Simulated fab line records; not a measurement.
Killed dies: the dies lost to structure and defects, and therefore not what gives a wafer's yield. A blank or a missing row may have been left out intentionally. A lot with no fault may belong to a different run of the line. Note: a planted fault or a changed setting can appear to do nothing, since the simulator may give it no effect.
The tool behind it: which one? -- flow n5-finfet -- Sampling: 12 lots, 36 wafers, 3 of 1938 route steps

== WHAT THE GAUGES SHOWED, per wafer ==
N5_BEOL_M3_CD_MEAS_35: target cd 18 nm, target cd y 21 nm.
lot,measured,on,cd-nm (nm)
L074,day 7 09:37,cd-sem-02,18.0 18.3 17.8
L077,day 7 15:53,cd-sem-02,18.6 18.6 18.3
L079,day 8 07:51,cd-sem-02,17.9 17.8 18.7
L081,day 13 04:54,cd-sem-01,18.0 17.9 18.5
L083,day 10 13:03,cd-sem-03,18.1 17.4 18.1
L085,day 10 15:43,cd-sem-01,18.0 18.5 18.3
L087,day 10 21:19,cd-sem-01,18.2 18.6 17.2
L089,day 10 23:59,cd-sem-01,18.4 18.1 18.8
L091,day 11 14:28,cd-sem-01,18.1 18.2 18.2
L093,day 12 15:38,cd-sem-03,18.5 18.4 19.0
L095,day 12 20:28,cd-sem-03,18.3 18.8 19.4
L097,day 13 14:53,cd-sem-03,18.0 18.6 19.2

== TOOL THAT RAN EACH LOT (tool first, then ch and the chambers of the sampled wafers, then the start) ==
lot,N5_BEOL_M3_STRIP_19,N5_BEOL_M3_ETCH_69
L074,"rie-diel-02 ch 0,1,2, day 7 02:37","rie-diel-01 ch 0,1,2, day 7 03:19"
L077,"rie-diel-01 ch 0,1, day 7 14:26","rie-diel-01 ch 1,2, day 7 15:08"
L079,"rie-diel-01 ch 0,1, day 8 05:45","rie-diel-06 ch 0,1,2, day 8 06:19"
L081,"rie-diel-02 ch 1,2, day 10 07:50","rie-diel-06 ch 1,2,3, day 10 08:26"
L083,"rie-diel-06 ch 2,3, day 10 10:43","rie-diel-06 ch 1,2,3, day 10 11:17"
L085,"rie-diel-06 ch 1,3, day 10 13:32","rie-diel-06 ch 1,3, day 10 14:09"
L087,"rie-diel-01 ch 0,1,3, day 10 17:04","rie-diel-01 ch 0,3, day 10 18:47"
L089,"rie-diel-06 ch 1,2, day 10 20:01","rie-diel-06 ch 0,3, day 10 20:43"
L091,"rie-diel-01 ch 0,3, day 11 11:50","rie-diel-06 ch 0,1,2, day 11 12:32"
L093,"rie-diel-06 ch 0,1,2, day 12 10:19","rie-diel-01 ch 0,2,3, day 12 11:07"
L095,"rie-diel-06 ch 0,1,3, day 12 16:40","rie-diel-06 ch 2,3, day 12 17:21"
L097,"rie-diel-02 ch 0,2, day 13 13:06","rie-diel-06 ch 0,1, day 13 13:47"
- N5_BEOL_M3_STRIP_19: strips in O2.
- N5_BEOL_M3_ETCH_69: etches SiARC in CF4, target depth 15.6 nm, time 26 s.

== THE ANSWER, worked out from the rows above alone ==
Rule: the usual values come from the lots themselves. The widest of any qualifying gaps counts: lots, ordered by their means at a reading, are off when they make up no more than a third of the lots, leave a main group of 4 or more, and stand apart from it by 3 or more times the standard deviation of that group's means. A main group whose means are all the same, to the digits that the tables above print for the reading, isn't used. Also off: a lot with no number at a reading for which 4 or more lots have one. The other lots that the step has rows for count as sound.
No lot is off at any reading shown: from this, nothing can be told.

== WHAT THE SIMULATOR HAD PUT IN ==
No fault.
